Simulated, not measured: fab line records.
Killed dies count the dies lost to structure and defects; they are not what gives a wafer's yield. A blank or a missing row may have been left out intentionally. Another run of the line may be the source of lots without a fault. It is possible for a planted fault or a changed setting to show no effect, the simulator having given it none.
Split-lot trial + flow n5-finfet + 39 wafers read from 7 lots, route of 1938 steps

THE SPLIT ITSELF
At N5_HKMG_FIN_ALD_72 (deposits W, target thk 2 nm, pulse time 1 s, purge time 2 s), the setting ald-cycles was moved away from the recipe's 7 on 15 of the 39 wafers read, by -42.9% to +28.6%. The other wafers ran this setting at the recipe's value.

The reading is taken at the split's own step.

THE READING
W_of_HKMG_FIN_ALD_72.thk-nm (the simulator's own value, which no gauge read), in nm, at N5_HKMG_FIN_ALD_72 (deposits W, target thk 2 nm, pulse time 1 s, purge time 2 s). The file gives no usual value for it. The 24 wafers here that ran the recipe average 2.0 nm, standard deviation 0.12 nm.

| wafer  | tool, chamber at the split | ald-cycles as run | against the recipe | W_of_HKMG_FIN_ALD_72.thk-nm, nm | against lot-mates on the recipe |
|--------|----------------------------|-------------------|--------------------|---------------------------------|---------------------------------|
| L075.1 | cvd-w-02, 0                | 7                 | recipe             | 2                               | -                               |
| L075.5 | cvd-w-02, 0                | 7                 | recipe             | 2                               | -                               |
| L075.2 | cvd-w-02, 1                | 5                 | -28.6%             | 1.6                             | -0.5                            |
| L075.4 | cvd-w-02, 1                | 5                 | -28.6%             | 1.6                             | -0.5                            |
| L075.3 | cvd-w-02, 0                | 5                 | -28.6%             | 1.4                             | -0.7                            |
| L075.6 | cvd-w-02, 1                | 7                 | recipe             | 2.2                             | -                               |
| L079.1 | cvd-w-02, 1                | 7                 | recipe             | 1.8                             | -                               |
| L079.2 | cvd-w-02, 0                | 4                 | -42.9%             | 1                               | -0.9                            |
| L079.3 | cvd-w-02, 1,0              | 4                 | -42.9%             | 1.2                             | -0.7                            |
| L079.5 | cvd-w-02, 1,0              | 4                 | -42.9%             | 1.2                             | -0.7                            |
| L079.4 | cvd-w-02, 0,1              | 7                 | recipe             | 2                               | -                               |
| L079.6 | cvd-w-02, 0,1              | 7                 | recipe             | 2                               | -                               |
| L082.1 | cvd-w-02, 1,0              | 5                 | -28.6%             | 1.4                             | -0.7                            |
| L082.4 | cvd-w-02, 1,0              | 5                 | -28.6%             | 1.4                             | -0.7                            |
| L082.2 | cvd-w-02, 0                | 7                 | recipe             | 2                               | -                               |
| L082.5 | cvd-w-02, 0                | 7                 | recipe             | 2                               | -                               |
| L082.3 | cvd-w-02, 1                | 5                 | -28.6%             | 1.6                             | -0.5                            |
| L082.6 | cvd-w-02, 1                | 7                 | recipe             | 2.2                             | -                               |
| L087.1 | cvd-w-02, 1,0,0            | 9                 | +28.6%             | 2.4                             | +0.5                            |
| L087.2 | cvd-w-02, 1,0,0            | 9                 | +28.6%             | 2.4                             | +0.5                            |
| L087.3 | cvd-w-02, 1,0,0            | 9                 | +28.6%             | 2.4                             | +0.5                            |
| L087.4 | cvd-w-02, 1                | 7                 | recipe             | 2                               | -                               |
| L087.5 | cvd-w-02, 1                | 7                 | recipe             | 2                               | -                               |
| L087.6 | cvd-w-02, 0                | 7                 | recipe             | 1.8                             | -                               |
| L094.1 | cvd-w-01, 1,0              | 7                 | recipe             | 2                               | -                               |
| L094.3 | cvd-w-01, 1,0              | 7                 | recipe             | 2                               | -                               |
| L094.6 | cvd-w-01, 1                | 7                 | recipe             | 1.8                             | -                               |
| L095.1 | cvd-w-01, 1,0,1,1          | 7                 | recipe             | 1.8                             | -                               |
| L095.3 | cvd-w-01, 1,0,1,1          | 7                 | recipe             | 1.8                             | -                               |
| L095.4 | cvd-w-01, 1,0,1,1          | 7                 | recipe             | 1.8                             | -                               |
| L095.5 | cvd-w-01, 1,0,1,1          | 7                 | recipe             | 1.8                             | -                               |
| L095.2 | cvd-w-01, 0                | 7                 | recipe             | 2                               | -                               |
| L095.6 | cvd-w-01, 0                | 7                 | recipe             | 2                               | -                               |
| L096.1 | cvd-w-02, 0                | 4                 | -42.9%             | 1                               | -1.0                            |
| L096.2 | cvd-w-02, 1,0,1            | 7                 | recipe             | 2                               | -                               |
| L096.3 | cvd-w-02, 1,0,1            | 7                 | recipe             | 2                               | -                               |
| L096.4 | cvd-w-02, 1,0,1            | 7                 | recipe             | 2                               | -                               |
| L096.5 | cvd-w-02, 1,0              | 4                 | -42.9%             | 1.2                             | -0.8                            |
| L096.6 | cvd-w-02, 1,0              | 4                 | -42.9%             | 1.2                             | -0.8                            |
Rows listing several chambers each stand for several wafers; the file does not say which wafer went through which chamber.

THE FIT
A straight line over all 39 wafers: W_of_HKMG_FIN_ALD_72.thk-nm changes by +0.0178 nm for each +1% of ald-cycles; r = +0.95; the points scatter about the line by 0.11 nm.
The same after taking each lot's own level away (the mean of its wafers on the recipe; 39 wafers): +0.0189 nm for each +1%; r = +0.97; scatter 0.093 nm.
On that fit, the largest move of ald-cycles shifts the reading by 0.81 nm.
Measured against the standard deviation above, the lots' own levels, which go from 1.87 to 2.07 nm, span 1.7 times it.
Consequently the slope shifts little with the lot-to-lot level, the two slopes agreeing.
Check: -0.81 nm against its lot-mates is what the line predicts for one of the wafers moved furthest among these (-42.9%) when that wafer is left out of the fit. Against them it came out at -0.933 nm.

THESE WAFERS: OTHER SPLITS
These wafers also went through other splits before the reading. Each is held against what the fit with the lots' levels taken away leaves over:
| other split on the same wafers  | wafers away from the commonest value | r with W_of_HKMG_FIN_ALD_72.thk-nm (lot level and that fit taken away) |
|---------------------------------|--------------------------------------|------------------------------------------------------------------------|
| N5_ZERO_LAYER_PECVD_02 time-s   | 18                                   | +0.09                                                                  |
| N5_DUMMY_GATE_HM_DEP_06 time-s  | 33                                   | -0.06                                                                  |
| N5_HKMG_FIN_ALD_75 target-thk-a | 12                                   | -0.03                                                                  |

THE FILE'S OWN FIT
W_of_HKMG_FIN_ALD_72.thk-nm changes by +0.0191 nm for each +1% of ald-cycles, r = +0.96.
